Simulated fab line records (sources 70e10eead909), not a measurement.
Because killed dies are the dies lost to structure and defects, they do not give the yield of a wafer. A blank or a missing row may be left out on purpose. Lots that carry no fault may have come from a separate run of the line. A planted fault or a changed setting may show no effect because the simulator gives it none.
What tool caused it? ; flow nandHarc ; Sampling: 14 lots, 42 wafers, 3 of 1302 route steps

## WHAT THE GAUGES READ, wafer by wafer
NHARC_A_M0_OVL_MEAS_10: pitch 160 nm.
lot;measured;on;overlayXNm (nm);overlayYNm (nm)
L482;day 23 09:19;overlay-02;-0.2 0.0 -0.1;-0.5 -0.1 -0.5
L480;day 23 09:34;overlay-01;0.5 0.2 0.7;-0.5 -0.4 -0.2
L483;day 23 12:27;overlay-01;0.4 0.5 -0.1;-0.7 -0.9 -0.2
L485;day 24 10:12;overlay-02;- - -;- - -
L486;day 24 23:38;overlay-02;- - -;- - -
L490;day 27 23:43;overlay-01;0.0 0.3 0.3;-0.8 -0.7 -0.7
L496;day 29 13:09;overlay-02;-0.1 0.1 0.3;-0.1 0.1 0.2
L495;day 29 20:19;overlay-01;-0.3 -0.5 -0.5;-0.1 0.3 0.3
L498;day 30 13:51;overlay-01;-0.3 0.3 0.4;0.3 -0.1 0.3
L500;day 30 17:48;overlay-01;0.6 0.8 0.2;-0.5 -0.1 -0.4
L499;day 30 19:07;overlay-02;1.3 1.6 1.2;0.3 0.3 0.6
L502;day 30 23:28;overlay-01;0.1 0.2 0.0;0.0 0.3 -0.1
L501;day 31 03:16;overlay-01;-0.3 -0.3 -0.5;-0.3 -0.3 -0.5
L503;day 32 09:30;overlay-02;0.1 -0.2 0.4;0.1 -0.1 -0.3

## WHAT TOOL EACH LOT RAN ON (gives the tool, then ch and the chambers of the sampled wafers, and finally the start)
lot;NHARC_A_BLC_ETCH_18;NHARC_A_M0_EXPOSE_06
L482;rieDiel-01 ch 0,1,2, day 23 09:05 or earlier;arfiScanner-02 ch 0, day 23 09:05
L480;rieDiel-08 ch 1,2,3, day 23 09:21 or earlier;arfiScanner-01 ch 0, day 23 09:21
L483;rieDiel-12 ch 2,3, day 23 12:13 or earlier;arfiScanner-01 ch 0, day 23 12:13
L485;rieDiel-12 ch 0,2,3, day 24 09:57 or earlier;arfiScanner-02, day 24 09:57
L486;rieDiel-12 ch 1,2, day 24 23:25 or earlier;arfiScanner-02, day 24 23:25
L490;rieDiel-12 ch 0,1,2, day 27 23:29 or earlier;arfiScanner-01 ch 0, day 27 23:29
L496;rieDiel-01 ch 2,3, day 29 12:55 or earlier;arfiScanner-02 ch 0, day 29 12:55
L495;rieDiel-01 ch 0,1, day 29 20:06 or earlier;arfiScanner-02 ch 0, day 29 20:06
L498;rieDiel-01 ch 0,2, day 30 13:38 or earlier;arfiScanner-02 ch 0, day 30 13:38
L500;rieDiel-01 ch 0,1,3, day 30 17:35 or earlier;arfiScanner-02 ch 0, day 30 17:35
L499;rieDiel-01 ch 1,2,3, day 30 18:53 or earlier;arfiScanner-01 ch 0, day 30 18:53
L502;rieDiel-01 ch 0,1,2, day 30 23:14 or earlier;arfiScanner-01 ch 0, day 30 23:14
L501;rieDiel-01 ch 0,1,2, day 31 03:02 or earlier;arfiScanner-03 ch 0, day 31 03:02
L503;rieDiel-01 ch 1,2,3, day 32 09:17 or earlier;arfiScanner-02 ch 0, day 32 09:17
- NHARC_A_BLC_ETCH_18: etches the open film in C4F8/O2/Ar, target depth 910 nm.
- NHARC_A_M0_EXPOSE_06: exposes mask A M0, target cd 80 nm.

## AS READ BY THE TOOLS THEMSELVES (means over the sampled wafers that have a number; for cases with no such wafer, the mark the record gives instead)
NHARC_A_BLC_ETCH_18.
lot;tool;oesProductAu (a.u.);rfVppV (V)
L482;rieDiel-01;0.931;978
L480;rieDiel-08;0.931;982
L483;rieDiel-12;0.929;987
L485;rieDiel-12;0.959;984
L486;rieDiel-12;0.920;982
L490;rieDiel-12;0.973;980
L496;rieDiel-01;0.935;979
L495;rieDiel-01;0.924;976
L498;rieDiel-01;0.928;977
L500;rieDiel-01;0.926;976
L499;rieDiel-01;0.974;977
L502;rieDiel-01;0.932;977
L501;rieDiel-01;0.930;977
L503;rieDiel-01;0.961;976

NHARC_A_M0_EXPOSE_06.
lot;tool;exposureDoseMJCm2;focusOffsetNm (nm);stageVelMmS (mm/s)
L482;arfiScanner-02;83.28;-0.2;500.10
L480;arfiScanner-01;83.16;-0.2;500.44
L483;arfiScanner-01;83.25;0.6;499.89
L485;arfiScanner-02;-;-;-
L486;arfiScanner-02;-;-;-
L490;arfiScanner-01;83.30;0.0;500.29
L496;arfiScanner-02;83.17;-0.3;500.28
L495;arfiScanner-02;83.20;0.8;500.14
L498;arfiScanner-02;83.34;-0.0;499.79
L500;arfiScanner-02;83.29;0.1;499.77
L499;arfiScanner-01;83.23;-0.5;500.00
L502;arfiScanner-01;83.23;-0.5;500.05
L501;arfiScanner-03;83.17;0.1;500.07
L503;arfiScanner-02;83.29;-0.6;499.78

## THE ANSWER, worked out from the rows above alone
Rule: the lots themselves supply what counts as usual. Put in order of their means at a reading, lots are off if they are a third of the lots or fewer, leave a main group of 4 or more, and stand apart from it by a gap of 3 or more times the standard deviation of the main group's means; of several such gaps the widest counts. If all means in a main group match to the digits the tables above print for the reading, that group is not used. A lot without any number at a reading at which 4 lots or more have one is off too. All remaining lots with rows at the step are treated as sound. First the gauges in route order, then the tools' own readings, where a lot's mean is used as printed above. At the first step where some lot is off, the reading lying furthest off is the one used; lots without a number count as furthest.
Off at NHARC_A_M0_OVL_MEAS_10 (overlayXNm): L485, L486. Without a number there: L485, L486. Main group: mean 0.2 nm, sd 0.45.
A tool fits if, at a process step before that reading, it ran every lot that is off, and no sound lot after the first of them. The gauges at NHARC_A_M0_OVL_MEAS_10 aren't tried: what is off there is off at NHARC_A_M0_EXPOSE_06 too, on other tools, and a gauge's error can't cause that. Because NHARC_A_BLC_ETCH_18 lacks a start for some lots, the hours and order of its lots are taken from NHARC_A_M0_EXPOSE_06. Of those tried, none fits.

## WHAT THE SIMULATOR HAD PUT IN
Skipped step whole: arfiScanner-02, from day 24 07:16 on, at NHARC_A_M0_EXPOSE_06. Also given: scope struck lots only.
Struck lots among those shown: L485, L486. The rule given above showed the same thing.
